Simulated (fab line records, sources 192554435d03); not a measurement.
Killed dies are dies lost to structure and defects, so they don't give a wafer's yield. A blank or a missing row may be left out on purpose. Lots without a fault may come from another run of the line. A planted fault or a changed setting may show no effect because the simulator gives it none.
Which tool did it? | flow n5_finfet | 24 lots, 72 wafers sampled, at 1 step of a route of 1938

WHAT THE GAUGES READ, wafer by wafer
N5_BEOL_M5_CD_MEAS_18: pitch 56 nm, target cd 28 nm.
lot  | measured     | on        | cd_nm (nm)
L074 | day 8 02:31  | cd_sem-03 | 27.9 28.7 28.6
L075 | day 8 04:54  | cd_sem-02 | 27.7 28.2 27.9
L076 | day 8 14:44  | cd_sem-01 | 28.4 28.4 27.4
L077 | day 8 19:01  | cd_sem-01 | 27.8 28.2 28.3
L078 | day 9 04:25  | cd_sem-01 | 27.8 28.3 27.8
L079 | day 9 05:15  | cd_sem-02 | 27.2 27.8 27.5
L080 | day 9 11:54  | cd_sem-03 | 28.4 28.3 28.1
L082 | day 9 14:28  | cd_sem-02 | 27.8 27.9 28.0
L081 | day 9 16:38  | cd_sem-01 | 28.0 28.1 28.5
L083 | day 9 19:59  | cd_sem-03 | 28.0 28.3 27.6
L084 | day 10 14:40 | cd_sem-01 | 27.6 28.0 28.4
L086 | day 11 05:13 | cd_sem-03 | 27.5 28.2 28.3
L085 | day 11 05:21 | cd_sem-03 | 27.7 27.8 27.7
L087 | day 11 08:56 | cd_sem-01 | 27.4 27.8 27.8
L088 | day 11 10:01 | cd_sem-02 | 27.5 28.5 28.1
L089 | day 11 12:47 | cd_sem-03 | 27.5 27.9 28.4
L091 | day 12 03:43 | cd_sem-03 | 27.6 27.5 27.0
L090 | day 12 04:55 | cd_sem-03 | 27.8 28.0 27.3
L092 | day 12 06:56 | cd_sem-01 | 27.7 28.1 28.1
L093 | day 12 20:51 | cd_sem-01 | 28.1 28.3 28.0
L094 | day 13 03:33 | cd_sem-03 | 28.2 28.5 28.4
L095 | day 13 05:58 | cd_sem-01 | 28.4 28.4 28.3
L096 | day 13 10:46 | cd_sem-03 | 28.1 27.5 26.9
L097 | day 13 12:22 | cd_sem-02 | 28.4 28.0 27.6

WHICH TOOL RAN EACH LOT (tool, then ch and the chambers of the sampled wafers, then the start)
The record holds no process step before these readings.

WHAT THE TOOLS THEMSELVES READ (means of the sampled wafers that have a number; where no wafer has one, the mark that the record gives instead)
The record holds no such reading with a usual standard deviation.

THE ANSWER, worked out from the rows above alone
Rule: what is usual is taken from the lots themselves. Put in order of their means at a reading, lots are off if they are a third of the lots or fewer, leave a main group of 4 or more, and stand apart from it by a gap of 3 or more times the standard deviation of the main group's means; of several such gaps the widest counts. A main group whose means are all the same, to the digits that the tables above print for the reading, isn't used. A lot without any number at a reading at which 4 lots or more have one is off too. The other lots that the step has rows for count as sound. The gauges are gone through in route order, then the tools' own readings, and for those a lot's mean is taken as printed above. The first step at which some lot is off is used, and at that step the reading that is off furthest; a lot without a number counts as furthest.
No lot is off at any reading shown: from this, nothing can be told.

WHAT THE SIMULATOR HAD PUT IN
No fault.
